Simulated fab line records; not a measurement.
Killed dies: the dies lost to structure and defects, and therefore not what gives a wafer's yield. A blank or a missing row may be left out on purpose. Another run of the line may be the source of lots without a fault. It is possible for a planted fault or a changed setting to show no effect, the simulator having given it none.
Split-lot experiment ; flow n5-finfet ; 7 lots, 39 wafers read, on a route of 1938 steps

## ON THE SPLIT
At N5_BEOL_M0_SAQP_HM_DEP_111 (deposits SiO2 from SiH4/N2O, target thk 12 nm, time 7.2 s), the setting target-thk-a was moved away from the recipe's 120 angstrom on 15 of the 39 wafers read, by -51.9% to +37.6%. For the rest of the wafers, this setting stayed at what the recipe calls for.

## FROM THE SPLIT TO THE READING: what the file shows between them, 4 steps
- N5_BEOL_M0_SAQP_COAT_81: time 60 s, resist thk 100 nm
- N5_BEOL_M0_SAQP_COAT_82: time 60 s, resist thk 30 nm
- N5_BEOL_M0_SAQP_ETCH_84: etches SOC in N2/H2, target depth 100 nm, overetch 20 nm, time 150 s
- N5_BEOL_M0_SAQP_STRIP_80: strips in N2/H2

## THE READING
etch.depth-nm (the simulator's own value, which no gauge read), in nm, at N5_BEOL_M0_SAQP_HM_OPEN_112 (chemistry CHF3/O2, target SiO2, stops on a-Si, target depth 12 nm, time 13.5 s). There is no usual value for it anywhere in the file. Here, 24 wafers ran the recipe; their average is 12.037 nm with a standard deviation of 0.22 nm.

wafer;tool, chamber at the split;target-thk-a as run, angstrom;against the recipe;etch.depth-nm, nm;against lot-mates on the recipe
L076.1;pecvd-02, 0,1;158.1;+31.7%;15.84;+3.763
L076.2;pecvd-02, 1;158.1;+31.7%;15.43;+3.353
L076.3;pecvd-02, 2;120;recipe;11.95;-
L076.4;pecvd-02, 2,0;120;recipe;12.14;-
L076.6;pecvd-02, 2,0;120;recipe;12.14;-
L076.5;pecvd-02, 0,1;158.1;+31.7%;15.72;+3.643
L077.1;pecvd-04, 0,1;79.03;-34.1%;7.957;-4.220
L077.2;pecvd-04, 2,1;120;recipe;12;-
L077.3;pecvd-04, 0,1;79.03;-34.1%;8.046;-4.131
L077.4;pecvd-04, 0;120;recipe;12.45;-
L077.5;pecvd-04, 2,1;120;recipe;12.08;-
L077.6;pecvd-04, 2;79.03;-34.1%;7.78;-4.397
L078.1;pecvd-03, 2,0,1;120;recipe;12.12;-
L078.2;pecvd-03, 1;120;recipe;11.63;-
L078.3;pecvd-03, 0;120;recipe;12.06;-
L078.4;pecvd-03, 2,0,1;120;recipe;12.11;-
L078.5;pecvd-03, 2;120;recipe;12.43;-
L078.6;pecvd-03, 2,0,1;120;recipe;12.13;-
L079.1;pecvd-04, 1,1,2;87.18;-27.3%;8.846;-2.987
L079.2;pecvd-04, 0;120;recipe;11.92;-
L079.3;pecvd-04, 2,0;120;recipe;11.76;-
L079.4;pecvd-04, 1,1,2;87.18;-27.3%;8.787;-3.046
L079.5;pecvd-04, 2,0;120;recipe;11.82;-
L079.6;pecvd-04, 1,1,2;87.18;-27.3%;8.881;-2.952
L082.1;pecvd-02, 0,2;120;recipe;11.98;-
L082.4;pecvd-02, 1;120;recipe;11.88;-
L082.6;pecvd-02, 0,2;120;recipe;12;-
L087.1;pecvd-04, 2,0;57.72;-51.9%;5.777;-6.350
L087.2;pecvd-04, 0;120;recipe;11.82;-
L087.3;pecvd-04, 2;120;recipe;12.29;-
L087.4;pecvd-04, 2,0;57.72;-51.9%;5.735;-6.392
L087.5;pecvd-04, 2;120;recipe;12.27;-
L087.6;pecvd-04, 0;57.72;-51.9%;6.032;-6.095
L096.1;pecvd-03, 1;165.1;+37.6%;16.22;+4.253
L096.2;pecvd-03, 0;165.1;+37.6%;16.38;+4.413
L096.3;pecvd-03, 2;120;recipe;11.99;-
L096.4;pecvd-03, 1;120;recipe;11.61;-
L096.5;pecvd-03, 0;165.1;+37.6%;16.74;+4.773
L096.6;pecvd-03, 2;120;recipe;12.3;-
Where a row lists several chambers, the file gives one row for several wafers and doesn't say which wafer went through which chamber.

THE FIT
A straight line over all 39 wafers: etch.depth-nm changes by +0.118 nm for each +1% of target-thk-a; r = +1.00; the points scatter about the line by 0.2 nm.
The same after taking each lot's own level away (the mean of its wafers on the recipe; 39 wafers): +0.119 nm for each +1%; r = +1.00; scatter 0.21 nm.
That fit puts the effect of the largest move of target-thk-a on the reading at 6.2 nm.
Measured against the standard deviation above, the lots' own levels, which go from 11.8333 to 12.1767 nm, span 1.6 times it.
Hence the lot-to-lot level has little effect on the slope; both slopes agree.
Check: for one of the wafers moved furthest among these (-51.9%), held out of the fit, the line's prediction against its lot-mates is -6.15 nm. Against them it came out at -6.35 nm.

## OTHER SPLITS ON THESE WAFERS
Note: prior to the reading, these wafers also went through further splits. Each is held against what the fit with the lots' levels taken away leaves over:
other split on the same wafers;wafers away from the commonest value;r with etch.depth-nm (lot level and that fit taken away)
N5_HKMG_FIN_ALD_71 ald-cycles;9;+0.05

## THE WHOLE CHAIN: every reading that the file lists as answering this split, in the file's order
step;what it does;reading;change (the file's fit);r (the file's)
N5_BEOL_M0_SAQP_HM_DEP_111;deposits SiO2 from SiH4/N2O, target thk 12 nm, time 7.2 s;SiO2_of_BEOL_M0_SAQP_HM_DEP_111.thk-nm (the simulator's own value, which no gauge read);+0.118 nm for each +1% of the setting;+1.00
N5_BEOL_M0_SAQP_HM_OPEN_112;chemistry CHF3/O2, target SiO2, stops on a-Si, target depth 12 nm, time 13.5 s;etch.depth-nm (the simulator's own value, which no gauge read);+0.119 nm for each +1% of the setting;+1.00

## THE FILE'S OWN FIT
etch.depth-nm changes by +0.119 nm for each +1% of target-thk-a, r = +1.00.
